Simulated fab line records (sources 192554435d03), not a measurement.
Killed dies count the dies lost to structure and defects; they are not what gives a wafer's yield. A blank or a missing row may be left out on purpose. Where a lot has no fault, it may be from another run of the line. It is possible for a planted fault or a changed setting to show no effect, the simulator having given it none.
Which tool is to blame? ; flow n5_finfet ; 24 lots with 72 wafers sampled at 6 steps, on a route of 1938 steps

## WHAT EACH GAUGE READ, for each wafer
N5_PMOS_HMC_CHANNEL_EPI_CD_MEAS_09: the cd target is 237.4 nm. Usual: 237.3 nm for cd_nm, sd 0.85.
lot;measured;on;cd_nm (nm);flag
L074;day 1 17:26;cd_sem-03;238.0 237.9 237.2;
L075;day 1 23:02;cd_sem-01;235.7 235.0 236.7;
L076;day 2 05:26;cd_sem-01;237.5 238.1 238.3;
L077;day 2 11:16;cd_sem-03;237.4 237.7 238.0;
L078;day 2 19:31;cd_sem-03;237.9 237.8 238.3;
L079;day 3 00:45;cd_sem-02;236.4 236.3 237.3;
L080;day 3 06:34;cd_sem-02;237.2 236.9 237.0;
L081;day 3 13:43;cd_sem-03;238.1 237.1 236.8;
L082;day 3 19:01;cd_sem-03;235.2 236.7 236.1;
L083;day 3 23:11;cd_sem-03;237.3 237.1 236.6;
L084;day 4 05:06;cd_sem-02;236.8 237.0 237.2;
L085;day 4 11:22;cd_sem-02;237.1 237.3 237.3;
L086;day 4 17:11;cd_sem-03;238.1 238.8 238.6;
L087;day 4 23:14;cd_sem-01;237.6 237.6 237.0;
L088;day 5 05:02;cd_sem-01;238.5 237.7 237.2;
L089;day 5 14:10;cd_sem-01;236.9 236.9 236.4;
L090;day 5 18:32;cd_sem-02;238.5 237.6 236.1;
L091;day 5 23:52;cd_sem-03;238.1 236.6 237.5;
L092;day 6 05:58;cd_sem-01;236.9 238.3 238.5;
L093;day 6 11:25;cd_sem-02;237.1 237.5 237.7;
L094;day 6 17:37;cd_sem-03;236.2 237.9 237.2;
L095;day 6 23:20;cd_sem-02;237.2 238.2 238.6;
L096;day 7 06:04;cd_sem-01;237.8 237.4 238.0;
L097;day 7 11:39;cd_sem-02;238.2 237.3 239.2;

N5_FIN_SAQP_INSPECT_18: inspects for defects (brightfield). Usual: 390 for raw_defect_count, sd 100.
lot;measured;on;raw_defect_count;flag
L074;day 1 21:32;defect_inspect-01;258 336 291;
L075;day 2 03:19;defect_inspect-02;477 348 296;
L076;day 2 10:09;defect_inspect-02;351 383 286;
L077;day 2 16:52;defect_inspect-02;355 267 201;
L078;day 3 00:10;defect_inspect-01;502 394 443;
L079;day 3 05:53;defect_inspect-02;244 437 301;
L080;day 3 12:10;defect_inspect-01;370 311 344;
L081;day 3 19:24;defect_inspect-01;507 566 602;
L082;day 3 23:26;defect_inspect-01;286 397 283;
L083;day 4 03:55;defect_inspect-02;436 403 418;
L084;day 4 09:22;defect_inspect-01;438 405 314;
L085;day 4 15:31;defect_inspect-01;442 403 544;
L086;day 4 21:25;defect_inspect-02;286 301 262;
L087;day 5 03:56;defect_inspect-01;424 313 425;
L088;day 5 09:27;defect_inspect-01;473 415 513;
L089;day 5 18:49;defect_inspect-02;446 447 296;
L090;day 5 23:10;defect_inspect-01;604 589 335;
L091;day 6 04:05;defect_inspect-02;574 511 387;
L092;day 6 10:24;defect_inspect-02;432 394 421;
L093;day 6 17:08;defect_inspect-02;441 336 402;
L094;day 6 23:25;defect_inspect-01;336 320 250;
L095;day 7 03:40;defect_inspect-01;812 207 417;
L096;day 7 10:47;defect_inspect-02;360 396 273;
L097;day 7 16:45;defect_inspect-02;448 773 330;

N5_FIN_CUT_INSPECT_10: inspects for defects (brightfield). Usual: 40 for raw_defect_count, sd 11.
lot;measured;on;raw_defect_count;flag
L074;day 2 02:49;defect_inspect-01;44 33 35;
L075;day 2 09:21;defect_inspect-02;51 52 47;
L076;day 2 16:14;defect_inspect-01;45 31 31;
L077;day 2 23:28;defect_inspect-02;41 35 31;
L078;day 3 06:04;defect_inspect-02;62 36 74;
L079;day 3 15:28;defect_inspect-01;33 44 28;
L080;day 3 19:55;defect_inspect-02;24 38 37;
L081;day 4 02:24;defect_inspect-02;43 51 43;
L082;day 4 04:52;defect_inspect-02;33 41 51;
L083;day 4 08:46;defect_inspect-01;55 46 53;
L084;day 4 14:36;defect_inspect-01;46 27 47;
L085;day 4 20:47;defect_inspect-01;49 38 44;
L086;day 5 02:10;defect_inspect-01;34 27 44;
L087;day 5 10:11;defect_inspect-01;71 38 36;
L088;day 5 16:52;defect_inspect-01;50 41 45;
L089;day 6 00:36;defect_inspect-02;47 34 57;
L090;day 6 04:37;defect_inspect-01;52 47 40;
L091;day 6 08:52;defect_inspect-02;36 41 39;
L092;day 6 15:13;defect_inspect-01;54 30 28;
L093;day 7 00:02;defect_inspect-02;42 25 40;
L094;day 7 04:59;defect_inspect-01;53 39 39;
L095;day 7 08:15;defect_inspect-01;19 22 24;
L096;day 8 05:28;defect_inspect-02;32 31 23;
L097;day 8 05:31;defect_inspect-02;28 26 31;

## WHAT TOOL EACH LOT RAN ON (gives the tool, then ch and the chambers of the sampled wafers, and finally the start)
lot;N5_WELL_APT_RTA_34;N5_FIN_SAQP_HM_OPEN_73;N5_FIN_SAQP_SPACER2_ALD_28
L074;rtp_anneal-02 ch 0, day 1 16:18;rie_diel-03 ch 2,3, day 1 21:51;ald_sin-01 ch 1,2,3, day 2 01:13
L075;rtp_anneal-02 ch 0, day 1 21:44;rie_diel-06 ch 1,2,3, day 2 03:34;ald_sin-02 ch 0,2, day 2 07:51
L076;rtp_anneal-01 ch 0, day 2 04:07;rie_diel-03 ch 0,1,2, day 2 10:56;ald_sin-02 ch 0,3, day 2 14:22
L077;rtp_anneal-02 ch 0, day 2 09:58;rie_diel-02 ch 2,3, day 2 18:36;ald_sin-02 ch 1,2, day 2 21:46
L078;rtp_anneal-02 ch 0, day 2 18:09;rie_diel-02 ch 2,3, day 3 00:24;ald_sin-03 ch 2,3, day 3 03:42
L079;rtp_anneal-02 ch 0, day 2 23:27;rie_diel-02 ch 2, day 3 09:13;ald_sin-03 ch 1,2, day 3 13:46
L080;rtp_anneal-02 ch 0, day 3 05:23;rie_diel-02 ch 2,3, day 3 13:58;ald_sin-03 ch 0,3, day 3 18:25
L081;rtp_anneal-01 ch 0, day 3 12:25;rie_diel-03 ch 2,3, day 3 19:48;ald_sin-02 ch 0,2, day 4 00:53
L082;rtp_anneal-01 ch 0, day 3 17:50;rie_diel-02 ch 0,3, day 3 23:41;ald_sin-01 ch 1,2,3, day 4 03:14
L083;rtp_anneal-01 ch 0, day 3 21:52;rie_diel-03 ch 0,1,3, day 4 04:08;ald_sin-03 ch 0,1,3, day 4 07:16
L084;rtp_anneal-01 ch 0, day 4 03:55;rie_diel-06 ch 1,2,3, day 4 09:53;ald_sin-02 ch 1,2, day 4 12:53
L085;rtp_anneal-01 ch 0, day 4 09:57;rie_diel-03 ch 1,3, day 4 15:53;ald_sin-03 ch 0,2,3, day 4 19:10
L086;rtp_anneal-02 ch 0, day 4 16:02;rie_diel-02 ch 1,3, day 4 21:39;ald_sin-02 ch 1,2, day 5 00:32
L087;rtp_anneal-01 ch 0, day 4 22:04;rie_diel-03 ch 0,1,2, day 5 04:10;ald_sin-03 ch 0,3, day 5 07:20
L088;rtp_anneal-02 ch 0, day 5 03:44;rie_diel-03 ch 0,2,3, day 5 11:23;ald_sin-03 ch 0,1, day 5 15:13
L089;rtp_anneal-01 ch 0, day 5 12:50;rie_diel-03 ch 1,3, day 5 19:25;ald_sin-03 ch 0,2, day 5 22:58
L090;rtp_anneal-01 ch 0, day 5 17:04;rie_diel-02 ch 0,2, day 5 23:39;ald_sin-02 ch 0,1, day 6 03:00
L091;rtp_anneal-02 ch 0, day 5 22:33;rie_diel-02 ch 1,2,3, day 6 04:19;ald_sin-03 ch 0,1,3, day 6 07:10
L092;rtp_anneal-02 ch 0, day 6 04:47;rie_diel-02 ch 0,2,3, day 6 10:38;ald_sin-02 ch 0,1,2, day 6 13:35
L093;rtp_anneal-01 ch 0, day 6 10:15;rie_diel-03 ch 0,2,3, day 6 17:22;ald_sin-02 ch 0,1,3, day 6 22:23
L094;rtp_anneal-02 ch 0, day 6 15:49;rie_diel-06 ch 0,1, day 6 23:38;ald_sin-03 ch 0,1,2, day 7 03:19
L095;rtp_anneal-01 ch 0, day 6 22:02;rie_diel-03 ch 1,2,3, day 7 03:54;ald_sin-03 ch 0,2,3, day 7 06:45
L096;rtp_anneal-01 ch 0, day 7 04:21;rie_diel-06 ch 0,1,2, day 7 11:01;ald_sin-01 ch 0,1,3, day 7 15:11
L097;rtp_anneal-02 ch 0, day 7 10:21;rie_diel-03 ch 1,3, day 7 16:59;ald_sin-02 ch 1,2,3, day 7 19:48
- N5_WELL_APT_RTA_34: time 10 s.
- N5_FIN_SAQP_HM_OPEN_73: chemistry CHF3/O2, target SiO2, stops on a-Si, target depth 12 nm, time 16.8 s.
- N5_FIN_SAQP_SPACER2_ALD_28: deposits SiO2, target thk 8.1 nm, pulse time 1 s, purge time 2 s.

## WHAT THE TOOLS THEMSELVES READ (means of the sampled wafers that have a number; where no wafer has one, the mark that the record gives instead)
N5_WELL_APT_RTA_34. Usual: lamp_power_pct 13.00 %, standard deviation 0.055; wafer_temp_C_max 1003.6, standard deviation 0.96.
lot;tool;lamp_power_pct (%);wafer_temp_C_max;flag
L074;rtp_anneal-02;13.01;1003.7;
L075;rtp_anneal-02;13.04;1003.6;
L076;rtp_anneal-01;13.04;1003.6;
L077;rtp_anneal-02;12.99;1003.4;
L078;rtp_anneal-02;12.94;1003.8;
L079;rtp_anneal-02;13.03;1003.3;
L080;rtp_anneal-02;12.98;1004.4;
L081;rtp_anneal-01;13.02;1003.4;
L082;rtp_anneal-01;13.05;1003.2;
L083;rtp_anneal-01;12.97;1002.8;
L084;rtp_anneal-01;13.02;1003.9;
L085;rtp_anneal-01;13.01;1003.8;
L086;rtp_anneal-02;13.06;1003.4;
L087;rtp_anneal-01;13.00;1004.7;
L088;rtp_anneal-02;13.01;1003.4;
L089;rtp_anneal-01;12.93;1003.0;
L090;rtp_anneal-01;13.04;1003.8;
L091;rtp_anneal-02;12.95;1003.6;
L092;rtp_anneal-02;12.98;1003.5;
L093;rtp_anneal-01;12.97;1002.9;
L094;rtp_anneal-02;13.01;1003.0;
L095;rtp_anneal-01;13.00;1003.2;
L096;rtp_anneal-01;13.03;1003.1;
L097;rtp_anneal-02;13.01;1003.4;

N5_FIN_SAQP_HM_OPEN_73. Usual: drypump_motor_current_A 5.6 A, standard deviation 0.43; oes_f_703_au 0.81 a.u., standard deviation 0.078; oes_product_au 0.49 a.u., standard deviation 0.05; rf_vpp_V 523 V, standard deviation 11; showerhead_plenum_p_Torr 2.44 Torr, standard deviation 0.064; throttle_valve_pct 18.8 %, standard deviation 0.32.
lot;tool;drypump_motor_current_A (A);oes_f_703_au (a.u.);oes_product_au (a.u.);rf_vpp_V (V);showerhead_plenum_p_Torr (Torr);throttle_valve_pct (%);flag
L074;rie_diel-03;5.7;0.73;0.44;521;2.46;18.7;
L075;rie_diel-06;5.6;0.82;0.50;531;2.38;18.9;
L076;rie_diel-03;5.7;0.77;0.46;533;2.50;18.6;
L077;rie_diel-02;5.3;0.75;0.44;508;2.43;19.2;
L078;rie_diel-02;5.3;0.77;0.46;514;2.47;19.0;
L079;rie_diel-02;5.1;0.71;0.43;504;2.38;19.4;
L080;rie_diel-02;5.3;0.77;0.46;514;2.47;19.0;
L081;rie_diel-03;5.9;0.75;0.45;520;2.44;18.6;
L082;rie_diel-02;5.4;0.77;0.46;521;2.46;18.9;
L083;rie_diel-03;5.9;0.87;0.53;533;2.48;18.4;
L084;rie_diel-06;5.6;0.81;0.49;529;2.38;18.9;
L085;rie_diel-03;6.0;0.82;0.50;526;2.44;18.5;
L086;rie_diel-02;5.3;0.81;0.51;521;2.48;18.8;
L087;rie_diel-03;5.7;0.90;0.55;532;2.49;18.4;
L088;rie_diel-03;5.7;0.85;0.51;524;2.47;18.4;
L089;rie_diel-03;6.1;0.85;0.53;534;2.45;18.6;
L090;rie_diel-02;5.2;0.89;0.53;509;2.39;19.0;
L091;rie_diel-02;5.2;0.86;0.52;515;2.42;18.9;
L092;rie_diel-02;5.3;0.82;0.49;515;2.43;19.0;
L093;rie_diel-03;5.7;0.83;0.49;523;2.47;18.5;
L094;rie_diel-06;5.3;0.79;0.47;533;2.33;18.9;
L095;rie_diel-03;5.9;0.83;0.51;527;2.45;18.5;
L096;rie_diel-06;5.5;0.81;0.50;526;2.34;18.9;
L097;rie_diel-03;6.0;0.79;0.48;528;2.43;18.6;

N5_FIN_SAQP_SPACER2_ALD_28. Usual: heater_power_w 488 W, standard deviation 56; precursor_pulse_height_rel 1.000, standard deviation 0.021.
lot;tool;heater_power_w (W);precursor_pulse_height_rel;flag
L074;ald_sin-01;432;1.000;
L075;ald_sin-02;519;0.999;
L076;ald_sin-02;536;1.016;
L077;ald_sin-02;500;1.004;
L078;ald_sin-03;448;1.002;
L079;ald_sin-03;443;0.974;
L080;ald_sin-03;524;1.010;
L081;ald_sin-02;540;0.987;
L082;ald_sin-01;424;0.990;
L083;ald_sin-03;471;0.998;
L084;ald_sin-02;499;1.008;
L085;ald_sin-03;481;0.996;
L086;ald_sin-02;483;1.001;
L087;ald_sin-03;520;1.019;
L088;ald_sin-03;525;1.005;
L089;ald_sin-03;537;1.000;
L090;ald_sin-02;537;0.977;
L091;ald_sin-03;476;0.993;
L092;ald_sin-02;507;1.003;
L093;ald_sin-02;530;1.009;
L094;ald_sin-03;481;0.996;
L095;ald_sin-03;484;1.009;
L096;ald_sin-01;458;1.013;
L097;ald_sin-02;504;0.996;

## THE ANSWER, worked out from the rows above alone
Rule: a lot counts as off when the mean over its wafers that have a number is more than 3 standard deviations away from the usual mean. Also off: a lot with no number at a reading for which 4 or more lots have one. The other lots that the step has rows for count as sound. The gauges are gone through in route order, then the tools' own readings, and for those a lot's mean is taken as printed above. At the first step where some lot is off, the reading lying furthest off is the one used; lots without a number count as furthest.
No lot is off on any of the readings shown, so nothing can be concluded from this.

## WHAT THE SIMULATOR PUT IN
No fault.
